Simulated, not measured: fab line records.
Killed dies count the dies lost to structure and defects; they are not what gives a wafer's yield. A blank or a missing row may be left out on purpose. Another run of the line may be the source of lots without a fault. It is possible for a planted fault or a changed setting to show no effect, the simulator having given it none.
Comparing a struck lot with a sound one :: flow n5Finfet :: 20 out of 1938 route steps
Sound: these wafers, L883.2, L883.4, L883.6. The struck wafers were L894.1, L894.2, L894.4. At the end, the cause is stated.
Each step with rows lists, per side, the tool, then ch with its chambers, then its first start. Under that, the readings that differ: sound wafers :: struck wafers :: difference of the means :: sigmas: that difference in standard deviations of wafers without a fault.
alike: readings whose means differ by less than 2 such deviations, and words and numbers that are the same on both sides. not compared: withheld readings, readings that some wafer has no value for, bounds like >300 that may hide the same value, and numbers for which the record gives no deviation and whose values overlap.
The two part at a step that has a row with sigmas, a row that says differs or no value, or rows on one side only. When numbers do not overlap yet have no deviation, they are printed without sigmas and do not part them. Lack of a reading on every wafer of one side parts them only where that side has two or more wafers.

first, 3 steps without rows for these wafers: N5_DUMMY_REMOVAL_PRECLEAN_04 (cleans in DHF, time 37 s); N5_DUMMY_REMOVAL_SRD_05 (time 30 s); N5_HKMG_FIN_IL_REGROW_00 (material SiO2, chemistry O3, target thk 0.75 nm, time 30 s).
N5_HKMG_FIN_HK_ALD_01: deposits HfO2, target thk 1.6 nm, pulse time 3 s, purge time 3 s.
  sound on aldHk-02 ch 0,1,2, day 6 06:16; struck on aldHk-01 ch 1,2,3, day 9 03:45
  alike: precursorPulseHeightRel
N5_HKMG_FIN_HK_ANNEAL_02: time 30 s.
  sound on rtpAnneal-02 ch 0, day 6 06:29; struck on rtpAnneal-02 ch 0, day 9 03:56
  alike: lampPowerPct, lamp_zone_2_pct, wafer_temp_C_max
N5_HKMG_FIN_ALD_74: deposits La2O3, target thk 0.5 nm, pulse time 6 s, co reactant pulse time 1 s.
  sound on aldHk-01 ch 0,1,3, day 6 06:40; struck on aldHk-02 ch 1,2,3, day 9 04:09
  alike: heaterPowerW, precursorPulseHeightRel
N5_HKMG_FIN_ALD_75: deposits Al2O3, target thk 1 nm, co reactant pulse time 1 s.
  sound on aldHk-01 ch 0,1,3, day 6 06:44; struck on aldHk-02 ch 1,2,3, day 9 04:13
  alike: heaterPowerW, precursorPulseHeightRel
then, 5 steps without rows for these wafers: N5_HKMG_FIN_COAT_41 (time 60 s, resist thk 300 nm); N5_HKMG_FIN_COAT_42 (time 60 s, resist thk 35 nm); N5_HKMG_FIN_COAT_43 (resist thk 90 nm); N5_HKMG_FIN_EBR_45; N5_HKMG_FIN_SOFTBAKE_44 (time 60 s).
N5_HKMG_FIN_EXPOSE_46: exposes mask NDIPOLE.
  sound on arfiScanner-03 ch 0, day 6 07:05; struck on arfiScanner-03 ch 0, day 9 04:26
reading: model.HKMG_FIN.overlayXNm (nm)
sound: -0.6 -0.6 -0.6
struck: 4 4 4
difference: +5
sigmas: 
  alike: mask
then, 2 steps without rows for these wafers: N5_HKMG_FIN_PEB_47 (peb time 60 s); N5_HKMG_FIN_DEVELOP_48 (develop time 30 s).
N5_HKMG_FIN_CD_MEAS_49: target cd 202 nm.
  sound on cdSem-02 ch 0, day 6 07:13; struck on cdSem-03 ch 0, day 9 04:34
  alike: cdNm
N5_HKMG_FIN_OVL_MEAS_50:
  sound on overlay-01 ch 0, day 6 07:14; struck on overlay-02 ch 0, day 9 04:36
reading: NDIPOLE_OVL (nm)
sound: -1.4 -1.5 -0.5
struck: 4.6 4.2 3.7
difference: +5.3
sigmas: +6
N5_HKMG_FIN_INSPECT_61: inspects for defects (macro).
  sound on defectInspect-02 at day 6 07:16; struck on defectInspect-02 at day 9 04:37
  alike: rawDefectCount
-- here the record skips 5 days between the struck wafers' starts before and after, leaving off in module HKMG_FIN and picking up in module BEOL_M4 (first step shown: number 1111 of the route) --
N5_BEOL_M4_RC_MEAS_101:
  sound on prober-02 ch 0, day 10 03:08; struck on prober-02 ch 0, day 13 19:33
  alike: DIBL_N, DIBL_P, IOFF_N, IOFF_P, ION_N, ION_P, SS_N, SS_P, VT_N, VT_P
-- the record jumps here: 5 days lie between the struck wafers' starts before and after (it left off in module BEOL_M4 and takes up again in module PASSIVATION, whose first step shown is number 1936 of the route) --
N5_PASSIVATION_PROBE_49:
  only the struck wafers here have rows in the record (prober-02, day 18 15:52); the sound ones have none

== WHERE THEY PART ==
At N5_HKMG_FIN_OVL_MEAS_50 first; at N5_PASSIVATION_PROBE_49 last (within this record only).

WHY: whatever the simulator had introduced
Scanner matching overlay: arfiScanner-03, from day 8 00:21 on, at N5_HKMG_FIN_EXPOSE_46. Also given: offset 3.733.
